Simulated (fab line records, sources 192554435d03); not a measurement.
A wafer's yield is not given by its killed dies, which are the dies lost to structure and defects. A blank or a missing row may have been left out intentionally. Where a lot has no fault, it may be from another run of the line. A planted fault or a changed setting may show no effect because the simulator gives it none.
fab line records | flow n5Finfet
record lots=15 | wafers=40 | lastDay=17
route steps=1938 shown SDB@361 BEOL_M4@1111
lots with no fault: from the same line, run without faults
startH: start of the lot's first displayed wafer, in hours after the record's first day | waitH: hours from the lot's prior step to this one | " unchanged from the row above | L1.1+2: a single row standing in for several wafers | - no value present, or no start provided | * or withheld: withheld | < > ~ a bound
route shown NAME@n: names a module that has steps shown in the file, with the first one's number in the route | usual: average and standard deviation across the fault-free wafers | same: alike in all rows | chamber/n: place in a boat | sites: the reading at each site | _std_site: the values' standard deviation | _edge_site: inner sites' mean taken away from outer sites' mean | radiusMm: for every site, how far away it sits from the centre of the wafer | mask NAME#n: copy n | behind: the last tool/chamber to shape the wafer | hold: what put the lot on hold/how long, in hours/how the hold closed | device: whichever transistor did not switch (one of n, p or np) | end of line: tests of these same wafers at the route's end | for a step that has no rows: nothing shown but its recipe | killed: count of dies lost to structure and defects at first sort (not the wafer's yield) | map: the dies of a wafer, with x for killed, . for not killed, _ for no die there
set.NAME: setting as actually run; set.NAME@STEP: the setting as run at that earlier step | model.NAME: the simulator's own value behind a step, which no gauge read
a sample of lots followed through the steps of the route, with each step as a table and each wafer as a row
services: from which hour (startH, from the record's first day; less than 0 if before it) a tool's chamber was out of use, for how many hours, and why
## steps
# step N5_SDB_ETCH_18
# recipe chemistry=N2/H2 | target=SOC | targetDepthA=1000 | overetchA=200 | maskMaterial=SiARC | tempC=40 | timeS=150 | ionEnergyEv=200 | pressureMtorr=30 | sourceW=840 | biasW=150 | n2FlowSccm=200 | h2FlowSccm=200
# usual drypumpMotorCurrentA=5.7/0.38 | oesProductAu=0.69/0.071 | rfVppV=523.8/2.5 | showerheadPlenumPTorr=2.54/0.077 | throttleValvePct=17.95/0.21
lot.wafer | tool       | chamber | startH | waitH | drypumpMotorCurrentA | oesProductAu | rfHoursCounterH | rfVppV | showerheadPlenumPTorr | throttleValvePct
L307.2    | rieDiel-04 | 2       | 66.30  | 0.0   | 6.4                  | 0.69         | 144             | 521.8  | 2.45                  | 17.78
L307.3    | "          | 0       | "      | "     | 6.1                  | 0.73         | 66              | 522.1  | 2.46                  | 17.59
L308.3    | rieDiel-04 | 0       | 71.28  | 0.0   | 6.1                  | 0.74         | 68              | 522.6  | 2.46                  | 17.61
L308.5    | "          | 3       | "      | "     | 5.7                  | 0.67         | -               | 524.7  | 2.53                  | 18.05
L308.6    | "          | 2       | "      | "     | 6.4                  | 0.68         | -               | 519.4  | 2.45                  | 17.78
L309.2    | rieDiel-04 | 2       | 75.84  | 0.0   | 6.4                  | 0.68         | 148             | 522.5  | 2.45                  | 17.78
L309.6    | "          | 1       | "      | "     | 5.4                  | 0.84         | -               | 526.3  | 2.59                  | 17.79
L310.2    | rieDiel-02 | 1       | 85.18  | 0.0   | 5.5                  | 0.66         | 171             | 525.7  | 2.65                  | 18.03
L310.5    | "          | 3       | "      | "     | 5.8                  | 0.79         | -               | 527.7  | 2.70                  | 17.72
L310.6    | "          | 0       | "      | "     | 5.3                  | 0.84         | -               | 526.7  | 2.61                  | 17.94
L311.1    | rieDiel-06 | 3       | 91.14  | 0.0   | 5.9                  | 0.64         | 207             | 522.7  | 2.52                  | 18.34
L311.3    | "          | 0       | "      | "     | 6.0                  | 0.61         | -               | 525.7  | 2.59                  | 17.91
L311.6    | "          | 3       | "      | "     | 5.9                  | 0.64         | -               | 522.5  | 2.52                  | 18.33
L312.3    | rieDiel-02 | 3       | 96.07  | 0.0   | 5.7                  | 0.80         | 27              | 527.8  | 2.70                  | 17.70
L312.5    | "          | 0       | "      | "     | 5.3                  | 0.83         | -               | 525.3  | 2.60                  | 17.97
L312.6    | "          | 1       | "      | "     | 5.6                  | 0.66         | -               | 524.9  | 2.65                  | 18.05
L313.1    | rieDiel-06 | 1       | 102.40 | 0.0   | 6.1                  | 0.63         | 243             | 524.8  | 2.60                  | 18.07
L313.4    | "          | 0       | "      | "     | 6.0                  | 0.61         | -               | 525.8  | 2.59                  | 17.92
L313.5    | "          | 1       | "      | "     | 6.1                  | 0.63         | -               | 525.2  | 2.60                  | 18.09
L314.4    | rieDiel-06 | 0       | 109.92 | 0.1   | 5.9                  | 0.61         | -               | 527.1  | 2.59                  | 17.93
L314.6    | "          | 3       | "      | "     | 6.0                  | 0.63         | -               | 523.3  | 2.52                  | 18.35
L315.2    | rieDiel-04 | 2       | 111.98 | 0.0   | 6.4                  | 0.67         | 160             | 519.0  | 2.45                  | 17.78
L315.4    | "          | 1       | "      | "     | 5.4                  | 0.81         | -               | 524.6  | 2.59                  | 17.83
L317.3    | rieDiel-06 | 3       | 125.83 | 0.0   | 5.9                  | 0.63         | 226             | 523.0  | 2.51                  | 18.38
L317.4    | "          | 3       | "      | "     | 5.9                  | 0.64         | -               | 522.6  | 2.51                  | 18.37
L317.5    | "          | 0       | "      | "     | 5.9                  | 0.60         | -               | 525.1  | 2.59                  | 17.93
L318.2    | rieDiel-02 | 0       | 133.86 | 0.0   | 5.3                  | 0.80         | 26              | 525.6  | 2.60                  | 17.98
L318.3    | "          | 3       | "      | "     | 5.8                  | 0.78         | 39              | 529.2  | 2.69                  | 17.74
L318.6    | "          | 1       | "      | "     | 5.6                  | 0.64         | -               | 527.9  | 2.64                  | 18.05
L322.1    | rieDiel-04 | 3       | 159.76 | 0.0   | 5.7                  | 0.65         | 193             | 523.2  | 2.52                  | 18.10
L322.4    | "          | 0       | "      | "     | 6.2                  | 0.71         | 102             | 521.3  | 2.44                  | 17.68
L322.6    | "          | 3       | "      | "     | 5.7                  | 0.65         | -               | 523.7  | 2.52                  | 18.10
L324.3    | rieDiel-04 | 1       | 166.75 | 0.0   | 5.4                  | 0.79         | 51              | 524.2  | 2.58                  | 17.87
L324.4    | "          | 0       | "      | "     | 6.1                  | 0.71         | 104             | 522.5  | 2.44                  | 17.66
L325.2    | rieDiel-04 | 1       | 173.72 | 0.0   | 5.4                  | 0.78         | 53              | 526.3  | 2.58                  | 17.87
L325.4    | "          | 3       | "      | "     | 5.7                  | 0.65         | 196             | 523.8  | 2.52                  | 18.08
L325.6    | "          | 0       | "      | "     | 6.2                  | 0.70         | -               | 521.9  | 2.44                  | 17.66
L330.2    | rieDiel-06 | 3       | 203.42 | 0.0   | 5.9                  | 0.62         | 260             | 522.5  | 2.50                  | 18.43
L330.3    | "          | 1       | "      | "     | 6.1                  | 0.63         | 246             | 526.6  | 2.60                  | 18.10
L330.6    | "          | 1       | "      | "     | 6.1                  | 0.63         | -               | 526.8  | 2.60                  | 18.09
# step N5_SDB_HM_OPEN_20
# recipe chemistry=CH3F/O2 | target=SiNx | maskMaterial=SOC | targetDepthA=240 | stopOn=poly-Si | overEtchFrac=0.4 | ionEnergyEv=120 | pressureMtorr=30 | sourceW=395 | biasW=73 | Ar_flow_sccm=150 | CH3F_flow_sccm=30 | O2_flow_sccm=20
# usual O2_flow_sccm=20.00/0.061 | drypumpMotorCurrentA=5.7/0.38 | oesProductAu=0.63/0.065 | rfVppV=296/4 | showerheadPlenumPTorr=2.00/0.058 | throttleValvePct=16.52/0.24
lot.wafer | tool       | chamber | startH | waitH | O2_flow_sccm | drypumpMotorCurrentA | oesProductAu | rfHoursCounterH | rfVppV | showerheadPlenumPTorr | throttleValvePct
L307.2    | rieDiel-04 | 2       | 66.46  | 0.0   | 20.04        | 6.4                  | 0.62         | 144             | 297    | 1.92                  | 16.25
L307.3    | "          | 0       | "      | "     | 20.01        | 6.2                  | 0.68         | 66              | 298    | 1.96                  | 16.30
L308.3    | rieDiel-04 | 0       | 71.44  | 0.0   | 20.16        | 6.2                  | 0.68         | 68              | 296    | 1.96                  | 16.32
L308.5    | "          | 3       | "      | "     | 20.08        | 5.7                  | 0.62         | -               | 302    | 2.00                  | 16.62
L308.6    | "          | 2       | "      | "     | 19.98        | 6.4                  | 0.63         | -               | 296    | 1.92                  | 16.26
L309.2    | rieDiel-04 | 2       | 76.00  | 0.0   | 20.05        | 6.4                  | 0.63         | 148             | 296    | 1.92                  | 16.25
L309.6    | "          | 1       | "      | "     | 19.92        | 5.4                  | 0.79         | -               | 298    | 2.03                  | 16.22
L310.2    | rieDiel-02 | 1       | 85.34  | 0.0   | 20.03        | 5.5                  | 0.61         | 171             | 284    | 2.08                  | 16.60
L310.5    | "          | 3       | "      | "     | 20.03        | 5.8                  | 0.75         | -               | 294    | 2.12                  | 16.17
L310.6    | "          | 0       | "      | "     | 20.01        | 5.3                  | 0.79         | -               | 300    | 2.06                  | 16.50
L311.1    | rieDiel-06 | 3       | 91.38  | 0.0   | 20.00        | 5.9                  | 0.59         | 207             | 297    | 1.99                  | 16.96
L311.3    | "          | 0       | "      | "     | 20.09        | 5.9                  | 0.56         | -               | 293    | 2.05                  | 16.48
L311.6    | "          | 3       | "      | "     | 19.99        | 5.9                  | 0.59         | -               | 296    | 1.99                  | 16.97
L312.3    | rieDiel-02 | 3       | 96.23  | 0.0   | 20.05        | 5.7                  | 0.71         | 27              | 293    | 2.12                  | 16.16
L312.5    | "          | 0       | "      | "     | 20.01        | 5.3                  | 0.77         | -               | 300    | 2.06                  | 16.48
L312.6    | "          | 1       | "      | "     | 20.08        | 5.5                  | 0.60         | -               | 285    | 2.08                  | 16.62
L313.1    | rieDiel-06 | 1       | 102.56 | 0.0   | 19.94        | 6.1                  | 0.58         | 243             | 294    | 2.06                  | 16.73
L313.4    | "          | 0       | "      | "     | 19.95        | 5.9                  | 0.56         | -               | 293    | 2.05                  | 16.49
L313.5    | "          | 1       | "      | "     | 19.97        | 6.1                  | 0.60         | -               | 295    | 2.06                  | 16.73
L314.4    | rieDiel-06 | 0       | 110.13 | 0.0   | 20.03        | 5.9                  | 0.56         | -               | 293    | 2.05                  | 16.51
L314.6    | "          | 3       | "      | "     | 20.00        | 6.0                  | 0.59         | -               | 296    | 1.99                  | 16.99
L315.2    | rieDiel-04 | 2       | 112.14 | 0.0   | 20.00        | 6.4                  | 0.62         | 160             | 295    | 1.91                  | 16.28
L315.4    | "          | 1       | "      | "     | 20.03        | 5.4                  | 0.74         | -               | 300    | 2.03                  | 16.22
L317.3    | rieDiel-06 | 3       | 125.98 | 0.0   | 20.12        | 5.9                  | 0.58         | 226             | 296    | 1.99                  | 17.00
L317.4    | "          | 3       | "      | "     | 19.94        | 5.9                  | 0.58         | -               | 295    | 1.99                  | 17.00
L317.5    | "          | 0       | "      | "     | 19.85        | 6.0                  | 0.56         | -               | 293    | 2.04                  | 16.51
L318.2    | rieDiel-02 | 0       | 134.02 | 0.0   | 20.09        | 5.3                  | 0.73         | 26              | 298    | 2.05                  | 16.50
L318.3    | "          | 3       | "      | "     | 20.01        | 5.7                  | 0.71         | 39              | 292    | 2.12                  | 16.20
L318.6    | "          | 1       | "      | "     | 20.05        | 5.5                  | 0.61         | -               | 285    | 2.08                  | 16.63
L322.1    | rieDiel-04 | 3       | 159.91 | 0.0   | 19.94        | 5.7                  | 0.59         | 193             | 302    | 1.99                  | 16.67
L322.4    | "          | 0       | "      | "     | 20.06        | 6.1                  | 0.65         | 102             | 298    | 1.94                  | 16.38
L322.6    | "          | 3       | "      | "     | 20.15        | 5.6                  | 0.60         | -               | 302    | 2.00                  | 16.66
L324.3    | rieDiel-04 | 1       | 166.91 | 0.0   | 19.91        | 5.4                  | 0.72         | 51              | 298    | 2.02                  | 16.27
L324.4    | "          | 0       | "      | "     | 20.03        | 6.1                  | 0.66         | 104             | 298    | 1.94                  | 16.36
L325.2    | rieDiel-04 | 1       | 173.87 | 0.0   | 20.03        | 5.4                  | 0.70         | 53              | 300    | 2.02                  | 16.28
L325.4    | "          | 3       | "      | "     | 19.99        | 5.7                  | 0.60         | 196             | 302    | 1.99                  | 16.65
L325.6    | "          | 0       | "      | "     | 20.10        | 6.1                  | 0.65         | -               | 298    | 1.94                  | 16.38
L330.2    | rieDiel-06 | 3       | 203.57 | 0.0   | 20.02        | 5.9                  | 0.57         | 260             | 296    | 1.97                  | 17.06
L330.3    | "          | 1       | "      | "     | 20.00        | 6.1                  | 0.57         | 246             | 294    | 2.06                  | 16.73
L330.6    | "          | 1       | "      | "     | 20.08        | 6.1                  | 0.58         | -               | 295    | 2.06                  | 16.75
# step N5_SDB_STRIP_22
# recipe chemistry=N2/H2 | powerW=1000 | tempC=250 | h2Frac=0.65 | overashFraction=0.3 | pressureMtorr=withheld | n2FlowSccm=1750 | h2FlowSccm=3250
# usual drypumpMotorCurrentA=6.1/0.46 | heaterPowerW=348/26 | oesProductAu=0.715/0.0047 | stripTimeToEndpointS=96.3/0.4
lot.wafer | tool           | chamber | startH | waitH | drypumpMotorCurrentA | heaterPowerW | oesProductAu | rfHoursCounterH | stripTimeToEndpointS
L307.2    | plasmaAsher-02 | 1       | 66.54  | 0.1   | 5.4                  | 324          | 0.715        | 96              | 96.1
L307.3    | "              | 0       | "      | "     | 6.2                  | 333          | 0.718        | -               | 95.9
L308.3    | plasmaAsher-02 | 1       | 71.62  | 0.1   | 5.4                  | 327          | 0.719        | -               | 96.4
L308.5    | "              | 0       | "      | "     | 6.3                  | 338          | 0.716        | -               | 96.2
L308.6    | "              | 1       | "      | "     | 5.3                  | 324          | 0.716        | -               | 96.5
L309.2    | plasmaAsher-01 | 0       | 76.08  | 0.1   | 6.3                  | 384          | 0.722        | 34              | 96.1
L309.6    | "              | 0       | "      | "     | 6.3                  | 400          | 0.724        | -               | 95.8
L310.2    | plasmaAsher-01 | 0       | 85.42  | 0.1   | 6.2                  | 383          | 0.722        | 36              | 95.8
L310.5    | "              | 1       | "      | "     | 6.6                  | 347          | 0.717        | -               | 95.7
L310.6    | "              | 0       | "      | "     | 6.3                  | 390          | 0.717        | -               | 95.4
L311.1    | plasmaAsher-02 | 0       | 91.49  | 0.1   | 6.3                  | 334          | 0.713        | 102             | 96.9
L311.3    | "              | 1       | "      | "     | 5.4                  | 330          | 0.717        | -               | 96.2
L311.6    | "              | 0       | "      | "     | 6.3                  | 336          | 0.716        | -               | 96.6
L312.3    | plasmaAsher-01 | 0       | 96.35  | 0.1   | 6.3                  | 389          | 0.730        | -               | 95.9
L312.5    | "              | 0       | "      | "     | 6.3                  | 382          | 0.713        | -               | 96.2
L312.6    | "              | 1       | "      | "     | 6.6                  | 347          | 0.717        | -               | 96.1
L313.1    | plasmaAsher-01 | 1       | 102.71 | 0.1   | 6.6                  | 344          | 0.717        | 39              | 96.8
L313.4    | "              | 0       | "      | "     | 6.2                  | 396          | 0.708        | -               | 96.3
L313.5    | "              | 1       | "      | "     | 6.6                  | 349          | 0.720        | -               | 96.9
L314.4    | plasmaAsher-02 | 1       | 110.25 | 0.1   | 5.4                  | 322          | 0.718        | -               | 96.4
L314.6    | "              | 0       | "      | "     | 6.3                  | 333          | 0.723        | -               | 96.6
L315.2    | plasmaAsher-01 | 1       | 112.22 | 0.1   | 6.6                  | 345          | 0.715        | 41              | 96.6
L315.4    | "              | 0       | "      | "     | 6.3                  | 400          | 0.721        | -               | 95.7
L317.3    | plasmaAsher-02 | 1       | 126.11 | 0.1   | 5.4                  | 318          | 0.714        | -               | 96.7
L317.4    | "              | 0       | "      | "     | 6.3                  | 334          | 0.718        | -               | 96.5
L317.5    | "              | 0       | "      | "     | 6.3                  | 329          | 0.710        | -               | 96.0
L318.2    | plasmaAsher-02 | 0       | 134.10 | 0.1   | 6.3                  | 337          | 0.716        | 111             | 96.1
L318.3    | "              | 1       | "      | "     | 5.4                  | 326          | 0.715        | -               | 96.5
L318.6    | "              | 1       | "      | "     | 5.4                  | 329          | 0.714        | -               | 96.5
L322.1    | plasmaAsher-01 | 1       | 159.99 | 0.1   | 6.6                  | 352          | 0.713        | 51              | 96.2
L322.4    | "              | 0       | "      | "     | 6.3                  | 382          | 0.709        | -               | 98.7
L322.6    | "              | 1       | "      | "     | 6.6                  | 345          | 0.712        | -               | 98.8
L324.3    | plasmaAsher-01 | 0       | 167.03 | 0.1   | 6.3                  | 395          | 0.714        | -               | 95.8
L324.4    | "              | 1       | "      | "     | 6.6                  | 357          | 0.732        | -               | 99.3
L325.2    | plasmaAsher-01 | 0       | 173.95 | 0.1   | 6.3                  | 383          | 0.722        | 54              | 95.5
L325.4    | "              | 0       | "      | "     | 6.3                  | 393          | 0.717        | -               | 98.3
L325.6    | "              | 0       | "      | "     | 6.3                  | 388          | 0.717        | -               | 98.4
L330.2    | plasmaAsher-01 | 0       | 203.65 | 0.1   | 6.3                  | 389          | 0.714        | 59              | 97.2
L330.3    | "              | 0       | "      | "     | 6.3                  | 383          | 0.716        | -               | 97.0
L330.6    | "              | 1       | "      | "     | 6.6                  | 348          | 0.720        | -               | 97.2
# step N5_SDB_CMP_30
# recipe stopOn=poly-Si | tOverpolishS=1.54 | postCmpClean=alkalineBrush | downForcePsi=4.1491 | platenRpm=51.796 | padVelocityMS=1.0306 | targetThkNm=30
# usual motorCurrentA=12.0/1.2
lot.wafer | tool   | chamber | startH | waitH | motorCurrentA
L307.3    | cmp-03 | 0       | 70.48  | 1.4   | 10.0
L307.2    | "      | 2       | "      | "     | 12.6
L308.3    | cmp-03 | 0       | 74.80  | 1.4   | 11.0
L308.6    | "      | 0       | "      | "     | 10.4
L308.5    | "      | 1       | "      | "     | 10.9
L309.2    | cmp-04 | 1       | 79.33  | 1.4   | 12.5
L309.6    | "      | 1       | "      | "     | 12.8
L310.2    | cmp-03 | 1       | 89.01  | 1.4   | 11.2
L310.6    | "      | 0       | "      | "     | 10.5
L310.5    | "      | 1       | "      | "     | 10.9
L311.1    | cmp-03 | 1       | 96.01  | 1.4   | 11.0
L311.3    | "      | 3       | "      | "     | 11.1
L311.6    | "      | 1       | "      | "     | 11.3
L312.3    | cmp-04 | 0       | 99.62  | 1.5   | 11.6
L312.6    | "      | 2       | "      | "     | 11.4
L312.5    | "      | 3       | "      | "     | 13.6
L313.1    | cmp-03 | 0       | 106.01 | 1.4   | 10.8
L313.4    | "      | 3       | "      | "     | 11.7
L313.5    | "      | 0       | "      | "     | 11.0
L314.4    | cmp-04 | 1       | 113.48 | 1.4   | 12.7
L314.6    | "      | 1       | "      | "     | 12.6
L315.4    | cmp-03 | 3       | 115.53 | 1.4   | 11.9
L315.2    | "      | 0       | "      | "     | 11.1
L317.4    | cmp-01 | 0       | 129.49 | 1.4   | 11.4
L317.3    | "      | 2       | "      | "     | 14.4
L317.5    | "      | 1       | "      | "     | 12.5
L318.3    | cmp-01 | 0       | 137.38 | 1.4   | 11.2
L318.2    | "      | 1       | "      | "     | 11.4
L318.6    | "      | 0       | "      | "     | 10.9
L322.1    | cmp-01 | 0       | 163.29 | 1.5   | 11.3
L322.4    | "      | 1       | "      | "     | 12.7
L322.6    | "      | 3       | "      | "     | 11.8
L324.4    | cmp-03 | 2       | 170.24 | 1.4   | 13.3
L324.3    | "      | 3       | "      | "     | 11.7
L325.4    | cmp-03 | 2       | 177.28 | 1.5   | 13.7
L325.2    | "      | 3       | "      | "     | 11.6
L325.6    | "      | 0       | "      | "     | 10.1
L330.3    | cmp-03 | 3       | 206.98 | 1.4   | 11.7
L330.2    | "      | 1       | "      | "     | 10.6
L330.6    | "      | 3       | "      | "     | 11.8
# step N5_SDB_INSPECT_36
# recipe inspectInstrument=darkfield | mode=postCmp
# usual rawDefectCount=38/19
lot.wafer | tool             | chamber | startH | waitH | rawDefectCount
L307.2    | defectInspect-02 | -       | 70.76  | 0.0   | 22
L307.3    | "                | -       | "      | "     | 27
L308.3    | defectInspect-01 | -       | 75.12  | 0.0   | 92
L308.5    | "                | -       | "      | "     | 61
L308.6    | "                | -       | "      | "     | 65
L309.2    | defectInspect-02 | -       | 79.65  | 0.0   | 26
L309.6    | "                | -       | "      | "     | 54
L310.2    | defectInspect-02 | -       | 89.29  | 0.0   | 91
L310.5    | "                | -       | "      | "     | 62
L310.6    | "                | -       | "      | "     | 34
L311.1    | defectInspect-02 | -       | 96.30  | 0.0   | 44
L311.3    | "                | -       | "      | "     | 25
L311.6    | "                | -       | "      | "     | 36
L312.3    | defectInspect-01 | -       | 99.86  | 0.0   | 36
L312.5    | "                | -       | "      | "     | 31
L312.6    | "                | -       | "      | "     | 32
L313.1    | defectInspect-02 | -       | 106.33 | 0.0   | 10
L313.4    | "                | -       | "      | "     | 58
L313.5    | "                | -       | "      | "     | 30
L314.4    | defectInspect-02 | -       | 113.80 | 0.0   | 49
L314.6    | "                | -       | "      | "     | 23
L315.2    | defectInspect-01 | -       | 115.85 | 0.0   | 30
L315.4    | "                | -       | "      | "     | 21
L317.3    | defectInspect-02 | -       | 129.82 | 0.0   | 55
L317.4    | "                | -       | "      | "     | 69
L317.5    | "                | -       | "      | "     | 102
L318.2    | defectInspect-01 | -       | 137.70 | 0.0   | 37
L318.3    | "                | -       | "      | "     | 50
L318.6    | "                | -       | "      | "     | 31
L322.1    | defectInspect-01 | -       | 163.53 | 0.0   | 20
L322.4    | "                | -       | "      | "     | 42
L322.6    | "                | -       | "      | "     | 21
L324.3    | defectInspect-01 | -       | 170.53 | 0.0   | 87
L324.4    | "                | -       | "      | "     | 49
L325.2    | defectInspect-02 | -       | 177.52 | 0.0   | 31
L325.4    | "                | -       | "      | "     | 31
L325.6    | "                | -       | "      | "     | 22
L330.2    | defectInspect-01 | -       | 207.27 | 0.0   | 35
L330.3    | "                | -       | "      | "     | 22
L330.6    | "                | -       | "      | "     | 32
# step N5_BEOL_M4_RC_MEAS_101
# usual DIBL_N=36.3/1.6 | DIBL_P=36.2/2.1 | IOFF_N=0.16/0.031 | IOFF_P=0.21/0.034 | ION_N=673/11 | ION_P=461/7.4 | SS_N=71.6/0.55 | SS_P=73.3/0.66 | VT_N=251/3.2 | VT_P=-251/3.5
lot.wafer | tool      | chamber | startH | waitH | DIBL_N[mV/V] | DIBL_P[mV/V] | IOFF_N[nA/um] | IOFF_P[nA/um] | ION_N[uA/um] | ION_P[uA/um] | SS_N[mV/dec] | SS_P[mV/dec] | VT_N[mV] | VT_P[mV]
L307.2    | prober-02 | 0       | 157.00 | 0.2   | 36.6         | 35.7         | 0.16          | 0.23          | 678          | 469          | 72.4         | 73.7         | 250      | -252
L307.3    | "         | 0       | "      | "     | 34.4         | 33.3         | 0.13          | 0.19          | 683          | 473          | 71.6         | 73.3         | 252      | -250
L308.3    | prober-02 | 0       | 159.98 | 0.3   | 36.3         | 36.0         | 0.14          | 0.21          | 683          | 471          | 71.0         | 73.8         | 254      | -254
L308.5    | "         | 0       | "      | "     | 36.8         | 36.5         | 0.14          | 0.21          | 665          | 462          | 71.5         | 73.4         | 253      | -253
L308.6    | "         | 0       | "      | "     | 38.4         | 37.9         | 0.17          | 0.25          | 676          | 464          | 71.2         | 74.0         | 250      | -251
L309.2    | prober-02 | 0       | 163.25 | 0.2   | 33.4         | 33.4         | 0.12          | 0.15          | 664          | 452          | 70.8         | 72.9         | 258      | -254
L309.6    | "         | 0       | "      | "     | 35.0         | 36.1         | 0.15          | 0.20          | 661          | 453          | 71.6         | 73.3         | 249      | -251
L310.2    | prober-01 | 0       | 180.04 | 0.2   | 37.1         | 37.1         | 0.18          | 0.21          | 673          | 458          | 72.1         | 74.2         | 248      | -250
L310.5    | "         | 0       | "      | "     | 34.0         | 33.1         | 0.12          | 0.16          | 648          | 447          | 71.8         | 72.7         | 254      | -255
L310.6    | "         | 0       | "      | "     | 35.2         | 35.2         | 0.15          | 0.18          | 679          | 456          | 72.0         | 73.1         | 250      | -254
L311.1    | prober-02 | 0       | 185.05 | 0.0   | 36.0         | 35.8         | 0.14          | 0.22          | 661          | 460          | 72.0         | 73.4         | 255      | -250
L311.3    | "         | 0       | "      | "     | 38.8         | 39.2         | 0.20          | 0.28          | 679          | 467          | 71.9         | 74.3         | 249      | -244
L311.6    | "         | 0       | "      | "     | 38.9         | 39.4         | 0.19          | 0.28          | 675          | 473          | 72.2         | 74.7         | 248      | -244
L312.3    | prober-01 | 0       | 188.45 | 0.3   | 34.0         | 34.1         | 0.12          | 0.20          | 665          | 465          | 70.5         | 73.1         | 253      | -249
L312.5    | "         | 0       | "      | "     | 35.5         | 35.7         | 0.15          | 0.21          | 666          | 461          | 70.8         | 73.2         | 251      | -247
L312.6    | "         | 0       | "      | "     | 32.7         | 32.4         | 0.11          | 0.18          | 669          | 468          | 70.6         | 72.9         | 256      | -252
L313.1    | prober-01 | 0       | 192.87 | 0.0   | 39.4         | 39.1         | 0.25          | 0.27          | 681          | 460          | 72.0         | 74.2         | 244      | -247
L313.4    | "         | 0       | "      | "     | 39.9         | 40.1         | 0.24          | 0.28          | 683          | 461          | 72.9         | 74.2         | 245      | -247
L313.5    | "         | 0       | "      | "     | 40.0         | 39.6         | 0.26          | 0.28          | 683          | 464          | 72.5         | 73.5         | 246      | -248
L314.4    | prober-01 | 0       | 205.19 | 0.5   | 34.9         | 34.1         | 0.12          | 0.17          | 655          | 452          | 70.8         | 72.7         | 253      | -255
L314.6    | "         | 0       | "      | "     | 36.1         | 35.5         | 0.14          | 0.18          | 669          | 454          | 71.9         | 72.6         | 255      | -254
L315.2    | prober-01 | 0       | 209.78 | 0.2   | 34.9         | 32.9         | 0.12          | 0.18          | 653          | 457          | 71.0         | 73.2         | 255      | -252
L315.4    | "         | 0       | "      | "     | 35.7         | 33.0         | 0.14          | 0.19          | 677          | 462          | 70.8         | 72.8         | 251      | -253
L317.3    | prober-01 | 0       | 211.20 | 0.3   | 34.6         | 34.2         | 0.14          | 0.17          | 675          | 458          | 71.9         | 73.1         | 252      | -255
L317.4    | "         | 0       | "      | "     | 36.0         | 36.7         | 0.18          | 0.20          | 683          | 469          | 71.6         | 73.8         | 249      | -251
L317.5    | "         | 0       | "      | "     | 35.9         | 36.5         | 0.17          | 0.20          | 694          | 469          | 72.3         | 74.3         | 249      | -252
L318.2    | prober-01 | 0       | 222.41 | 0.2   | 35.0         | 33.8         | 0.13          | 0.17          | 672          | 456          | 70.8         | 72.5         | 256      | -254
L318.3    | "         | 0       | "      | "     | 37.7         | 36.7         | 0.19          | 0.21          | 676          | 456          | 72.4         | 73.1         | 249      | -251
L318.6    | "         | 0       | "      | "     | 36.8         | 34.5         | 0.15          | 0.18          | 661          | 453          | 71.7         | 72.5         | 253      | -254
L324.3    | prober-02 | 0       | 254.12 | 0.3   | 38.6         | 36.5         | 0.18          | 0.23          | 679          | 464          | 71.7         | 73.8         | 252      | -248
L324.4    | "         | 0       | "      | "     | 35.8         | 33.4         | 0.13          | 0.19          | 653          | 456          | 71.4         | 73.3         | 253      | -254
L322.1    | prober-02 | 0       | 256.65 | 0.0   | 36.4         | 34.9         | 0.15          | 0.19          | 674          | 457          | 71.6         | 72.7         | 248      | -251
L322.4    | "         | 0       | "      | "     | 34.2         | 32.6         | 0.12          | 0.16          | 643          | 451          | 71.2         | 71.4         | 255      | -251
L322.6    | "         | 0       | "      | "     | 34.8         | 34.5         | 0.14          | 0.19          | 660          | 459          | 70.7         | 73.0         | 253      | -252
L325.2    | prober-01 | 0       | 261.83 | 0.2   | 37.7         | 38.2         | 0.18          | 0.22          | 687          | 465          | 71.7         | 73.5         | 249      | -252
L325.4    | "         | 0       | "      | "     | 37.0         | 36.0         | 0.15          | 0.20          | 668          | 461          | 72.2         | 73.6         | 250      | -255
L325.6    | "         | 0       | "      | "     | 38.1         | 37.4         | 0.19          | 0.23          | 676          | 464          | 72.0         | 73.1         | 250      | -248
L330.2    | prober-01 | 0       | 298.01 | 0.2   | 37.9         | 38.5         | 0.19          | 0.23          | 687          | 466          | 71.7         | 74.6         | 248      | -249
L330.3    | "         | 0       | "      | "     | 39.1         | 41.1         | 0.23          | 0.28          | 697          | 472          | 73.3         | 74.0         | 245      | -248
L330.6    | "         | 0       | "      | "     | 39.1         | 41.7         | 0.25          | 0.29          | 708          | 478          | 72.5         | 74.3         | 243      | -248
## services
tool           | chamber | startH | hours | kind
cmp-01         | -       | 54.84  | 0.5   | repair
rieDiel-02     | 3       | 55.90  | 7.6   | repair
cmp-03         | -       | 60.63  | 3.7   | repair
rieDiel-02     | 0       | 75.70  | 2.6   | repair
cmp-04         | -       | 82.93  | 3.9   | pm
rieDiel-06     | 2       | 87.77  | 25.7  | repair
rieDiel-06     | 1       | 88.98  | 2.9   | repair
rieDiel-02     | 3       | 89.46  | 1.7   | repair
cmp-04         | -       | 99.77  | 4.0   | pm
rieDiel-06     | 1       | 102.88 | 93.9  | repair
rieDiel-04     | 3       | 109.30 | 9.0   | repair
cmp-03         | -       | 111.24 | 4.0   | pm
cmp-03         | -       | 134.79 | 3.7   | pm
cmp-03         | -       | 142.53 | 0.3   | repair
rieDiel-02     | 1       | 162.23 | 15.8  | repair
cmp-01         | -       | 167.23 | 2.6   | repair
cmp-04         | -       | 170.48 | 3.3   | repair
cmp-01         | -       | 176.94 | 11.4  | pm
cmp-04         | -       | 187.98 | 1.9   | repair
rieDiel-02     | -       | 192.75 | 0.2   | repair
rieDiel-06     | 0       | 198.38 | -     | clean
rieDiel-06     | 0       | 198.38 | -     | consumableReplace:focusRing
rieDiel-06     | 0       | 198.38 | 20.0  | scheduledDown
plasmaAsher-01 | -       | 200.40 | 1.0   | repair
## key
firstSign step=N5_SDB_STRIP_22 | reading=stripTimeToEndpointS | direction=up | sigmas=6.1 | usual=* | struck=*
effect none on later readings
metAt N5_SDB_HM_OPEN_20
struckLots L322,L324,L325
struckWafers L322.4,L322.6,L324.4,L325.4,L325.6
sortLeftOut L322.4,L322.6,L324.4,L325.4,L325.6
notActingAt N5_SDB_ETCH_18,N5_SDB_CMP_30,N5_SDB_INSPECT_36
onsetBetween 112.14 159.91
fault kind=processParameterDrift | tool=rieDiel-04 | chamber=- | onsetH=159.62 | steps=N5_SDB_HM_OPEN_20 | channel=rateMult | offset=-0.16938 | shape=step | endH=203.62 | scope=struckWafersOnly
# sortLeftOut: the simulated sort isn't trusted on such a fault, so these wafers' sort isn't shown, and their yield isn't known
